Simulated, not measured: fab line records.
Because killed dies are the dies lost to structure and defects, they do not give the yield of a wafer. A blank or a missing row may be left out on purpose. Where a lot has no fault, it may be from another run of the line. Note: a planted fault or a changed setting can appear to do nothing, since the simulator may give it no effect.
Matching of chambers :: flow nand harc :: 4 sister chambers for NHARC_A_SGD_CUT_CMP_21 on cmp-03
The step polishes, target thk 148.19 nm. 8 wafers are shown with their chamber, then 10 later ones without.

== WAFERS PAIRED WITH THEIR CHAMBERS ==
wafer: L076.1
chamber: 0
motor current A (A): 13.6
time to endpoint s (s): 49.9

wafer: L079.6
chamber: 3
motor current A (A): 12.8
time to endpoint s (s): 54.7

wafer: L083.6
chamber: 1
motor current A (A): 13.0
time to endpoint s (s): 55.2

wafer: L087.1
chamber: 2
motor current A (A): 12.9
time to endpoint s (s): 46.5

wafer: L087.2
chamber: 3
motor current A (A): 12.4
time to endpoint s (s): 51.8

wafer: L087.6
chamber: 2
motor current A (A): 14.4
time to endpoint s (s): 48.5

wafer: L089.1
chamber: 1
motor current A (A): 12.5
time to endpoint s (s): 55.5

wafer: L089.2
chamber: 0
motor current A (A): 13.5
time to endpoint s (s): 48.9

== WAFERS MISSING THEIR CHAMBER ==
wafer: L089.5
motor current A (A): 14.5
time to endpoint s (s): 49.5

wafer: L088.1
motor current A (A): 12.1
time to endpoint s (s): 51.3

wafer: L088.3
motor current A (A): 12.4
time to endpoint s (s): 51.5

wafer: L088.5
motor current A (A): 12.8
time to endpoint s (s): 47.0

wafer: L091.1
motor current A (A): 13.4
time to endpoint s (s): 46.5

wafer: L091.3
motor current A (A): 12.2
time to endpoint s (s): 51.4

wafer: L091.4
motor current A (A): 12.8
time to endpoint s (s): 50.7

wafer: L096.2
motor current A (A): 13.0
time to endpoint s (s): 58.1

wafer: L096.4
motor current A (A): 12.3
time to endpoint s (s): 52.6

wafer: L096.5
motor current A (A): 14.6
time to endpoint s (s): 51.3

== CHAMBER TAKEN BY EACH ==
wafer: L089.5
from the rows above: can't be placed: 0 or 2
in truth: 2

wafer: L088.1
from the rows above: can't be placed: 3 or 0 or 1
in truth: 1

wafer: L088.3
from the rows above: can't be placed: 3 or 0 or 1
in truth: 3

wafer: L088.5
from the rows above: can't be placed: 2 or 0
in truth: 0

wafer: L091.1
from the rows above: can't be placed: 2 or 0
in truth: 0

wafer: L091.3
from the rows above: can't be placed: 3 or 0 or 1
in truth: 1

wafer: L091.4
from the rows above: can't be placed: 0 or 3 or 2 or 1
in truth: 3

wafer: L096.2
from the rows above: can't be placed: 1 or 3
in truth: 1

wafer: L096.4
from the rows above: can't be placed: 3 or 1
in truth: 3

wafer: L096.5
from the rows above: can't be placed: 0 or 2 or 3
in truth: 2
Correct placement for 0 of the 10. Not placeable from these rows: 10 (in 10, the candidates include the true chamber). Wrongly placed: 0.
How it was worked out, from the rows above alone: a wafer's distance from a chamber is the root of the sum, over the readings, of the square of ((its reading less the chamber's mean) divided by the reading's scatter). The wafer belongs to the nearest chamber; if the next one is less than 2 further off, it can't be placed. Each chamber's mean is taken over the wafers shown for it. The scatter: the root of (the sum of the squares of (reading less its chamber's mean) over the shown wafers, divided by (wafers less chambers)).
